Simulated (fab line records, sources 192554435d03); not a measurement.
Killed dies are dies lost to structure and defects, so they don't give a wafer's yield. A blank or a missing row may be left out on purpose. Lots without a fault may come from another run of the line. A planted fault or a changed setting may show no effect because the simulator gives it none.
Chamber matching | flow n5_finfet | N5_BEOL_M2_STRIP_36 on rie_diel-03: 4 sister chambers
The step strips in N2/H2. 8 wafers are shown with their chamber, then 8 later ones without.

WAFERS WITH THEIR CHAMBER
wafer  | chamber | drypump_motor_current_A (A) | showerhead_plenum_p_Torr (Torr)
L079.2 | 1       | 5.3                         | 2.60
L086.1 | 0       | 6.1                         | 2.44
L086.2 | 3       | 5.6                         | 2.47
L086.4 | 2       | 6.2                         | 2.43
L090.1 | 1       | 5.4                         | 2.59
L090.3 | 3       | 5.6                         | 2.47
L090.4 | 2       | 6.2                         | 2.43
L092.1 | 0       | 6.1                         | 2.43

WAFERS WITHOUT THEIR CHAMBER
wafer  | drypump_motor_current_A (A) | showerhead_plenum_p_Torr (Torr)
L092.2 | 6.2                         | 2.43
L092.4 | 5.6                         | 2.47
L095.1 | 6.1                         | 2.43
L095.2 | 6.1                         | 2.43
L095.6 | 6.1                         | 2.43
L097.1 | 6.1                         | 2.42
L097.2 | 5.6                         | 2.46
L097.5 | 5.6                         | 2.46

WHICH CHAMBER EACH WENT THROUGH
wafer  | from the rows above     | in truth
L092.2 | 2                       | 2
L092.4 | 3                       | 3
L095.1 | can't be placed: 0 or 2 | 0
L095.2 | can't be placed: 0 or 2 | 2
L095.6 | can't be placed: 0 or 2 | 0
L097.1 | can't be placed: 0 or 2 | 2
L097.2 | 3                       | 3
L097.5 | 3                       | 3
Placed correctly: 4 of 8. Can't be placed from these rows: 4 (the true chamber is among the candidates in 4). Placed wrongly: 0.
How it was worked out, from the rows above alone: a wafer's distance from a chamber is the root of the sum, over the readings, of the square of ((its reading less the chamber's mean) divided by the reading's scatter). The wafer belongs to the nearest chamber; if the next one is less than 2 further off, it can't be placed. A chamber's mean is the mean of its shown wafers. The scatter: the root of (the sum of the squares of (reading less its chamber's mean) over the shown wafers, divided by (wafers less chambers)).
